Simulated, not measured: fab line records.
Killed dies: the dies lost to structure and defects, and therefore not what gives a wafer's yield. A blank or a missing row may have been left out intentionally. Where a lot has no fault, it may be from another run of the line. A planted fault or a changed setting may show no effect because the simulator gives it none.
Split-lot study    flow n5-finfet    21 wafers read from 7 lots, route of 1938 steps

## ABOUT THE SPLIT
At N5_BEOL_M0_ETCH_138 (etches SiCN in CH3F/O2, target depth 12 nm, time 31.6 s), the setting source-w was moved away from the recipe's 395 W on 7 of the 21 wafers read, by -10.1% to +7.9%. For the rest of the wafers, this setting stayed at what the recipe calls for.

The reading comes from the split's own step.

## THE READING
rf-vpp-V, in V, at N5_BEOL_M0_ETCH_138 (etches SiCN in CH3F/O2, target depth 12 nm, time 31.6 s). Typical for fault-free wafers on this fab line: 297.2 V, with standard deviation 1.5 V.

wafer   tool, chamber at the split  source-w as run, W  against the recipe  rf-vpp-V, V  against lot-mates on the recipe
L076.1  rie-diel-02, 1              395                 recipe              296.4        -
L076.2  rie-diel-02, 0              395                 recipe              294.4        -
L076.4  rie-diel-02, 2              395                 recipe              295.7        -
L079.1  rie-diel-02, 2              355                 -10.1%              308.6        no lot-mate on the recipe
L079.3  rie-diel-02, 1              355                 -10.1%              307.3        no lot-mate on the recipe
L079.6  rie-diel-02, 2              355                 -10.1%              306.9        no lot-mate on the recipe
L083.3  rie-diel-03, 1              360.2               -8.8%               305.8        +9.0
L083.5  rie-diel-03, 2              395                 recipe              296.8        -
L083.6  rie-diel-03, 3              360.2               -8.8%               307.7        +10.9
L088.2  rie-diel-03, 2              395                 recipe              295.6        -
L088.3  rie-diel-03, 3              395                 recipe              297.5        -
L088.4  rie-diel-03, 1              373.9               -5.3%               301.3        +4.8
L091.1  rie-diel-02, 2              395                 recipe              297.5        -
L091.4  rie-diel-02, 1              395                 recipe              297.5        -
L091.5  rie-diel-02, 1              426.4               +7.9%               290.1        -7.4
L096.3  rie-diel-02, 3              395                 recipe              299.2        -
L096.5  rie-diel-02, 1              395                 recipe              296.6        -
L096.6  rie-diel-02, 2              395                 recipe              297.5        -
L097.2  rie-diel-04, 2              395                 recipe              295.9        -
L097.4  rie-diel-04, 2              395                 recipe              296.5        -
L097.5  rie-diel-04, 3              395                 recipe              296.7        -

FIT RESULTS
A straight line over all 21 wafers: rf-vpp-V changes by -1.04 V for each +1% of source-w; r = -0.98; the points scatter about the line by 1.2 V.
The same after taking each lot's own level away (the mean of its wafers on the recipe; 18 wafers): -1.05 V for each +1%; r = -0.98; scatter 0.87 V.
That fit puts the effect of the largest move of source-w on the reading at 11 V.
The span of the lots' own levels, 295.50 to 297.77 V, comes to 1.5 times the standard deviation stated above.
So the lot-to-lot level changes the slope little: the two slopes agree.
Check: with one of the wafers moved furthest among these (-8.8%) left out of the fit, the line predicts +9.44 V for it against its lot-mates. It came out at +9 V against them.
Tool readings at the split's step, against how far the setting was moved: rf-vpp-V r = -0.98.

## OTHER SPLITS ON THESE WAFERS
These wafers also went through other splits before the reading. Each is held against what the fit with the lots' levels taken away leaves over:
other split on the same wafers           wafers away from the commonest value  r with rf-vpp-V (lot level and that fit taken away)
N5_HKMG_FIN_ETCH_58 source-w             9                                     +0.34
N5_MOL_CONTACT_COAG_ETCH_110 source-w    6                                     -0.10
N5_MOL_CONTACT_COAG_ETCH_91 source-w     5                                     -0.21
N5_MOL_CONTACT_COAG_ETCHBACK_135 time-s  6                                     +0.44
N5_BEOL_M0_SAQP_PECVD_04 time-s          4                                     -0.53
N5_BEOL_M0_SAQP_EXPOSE_11 dose-mj        8                                     -0.09

## FILE'S OWN FIT
rf-vpp-V changes by -1.01 V for each +1% of source-w, r = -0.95.
